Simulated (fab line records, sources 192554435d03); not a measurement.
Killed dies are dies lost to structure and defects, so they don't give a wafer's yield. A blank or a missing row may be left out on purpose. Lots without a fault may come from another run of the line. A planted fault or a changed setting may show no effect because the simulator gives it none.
Chamber matching | flow n5_finfet | N5_HKMG_FIN_ETCH_86 on rie_diel-05: 4 sister chambers
The step etches SOC in N2/H2, stops on TiN, target depth 393.2 nm. 7 wafers are shown with their chamber, then 8 later ones without.

WAFERS WITH THEIR CHAMBER
wafer  | chamber | showerhead_plenum_p_Torr (Torr) | rf_vpp_V (V)
L083.4 | 2       | 2.62                            | 240.8
L085.1 | 3       | 2.63                            | 243.4
L085.6 | 0       | 2.62                            | 241.7
L086.3 | 1       | 2.41                            | 238.6
L086.5 | 2       | 2.62                            | 242.2
L086.6 | 1       | 2.41                            | 238.5
L089.1 | 0       | 2.61                            | 242.5

WAFERS WITHOUT THEIR CHAMBER
wafer  | showerhead_plenum_p_Torr (Torr) | rf_vpp_V (V)
L089.2 | 2.63                            | 241.0
L089.3 | 2.61                            | 240.4
L090.3 | 2.61                            | 241.0
L090.5 | 2.61                            | 241.5
L090.6 | 2.61                            | 240.7
L096.3 | 2.73                            | 243.1
L096.4 | 2.60                            | 241.6
L096.6 | 2.73                            | 242.9

WHICH CHAMBER EACH WENT THROUGH
wafer  | from the rows above          | in truth
L089.2 | can't be placed: 2 or 3 or 0 | 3
L089.3 | can't be placed: 0 or 2      | 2
L090.3 | can't be placed: 0 or 2      | 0
L090.5 | can't be placed: 0 or 2      | 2
L090.6 | can't be placed: 0 or 2      | 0
L096.3 | 3                            | 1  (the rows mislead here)
L096.4 | can't be placed: 0 or 2      | 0
L096.6 | 3                            | 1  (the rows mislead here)
Placed correctly: 0 of 8. Can't be placed from these rows: 6 (the true chamber is among the candidates in 6). Placed wrongly: 2.
How it was worked out, from the rows above alone: a wafer's distance from a chamber is the root of the sum, over the readings, of the square of ((its reading less the chamber's mean) divided by the reading's scatter). The wafer belongs to the nearest chamber; if the next one is less than 2 further off, it can't be placed. A chamber's mean is the mean of its shown wafers. The scatter: the root of (the sum of the squares of (reading less its chamber's mean) over the shown wafers, divided by (wafers less chambers)).
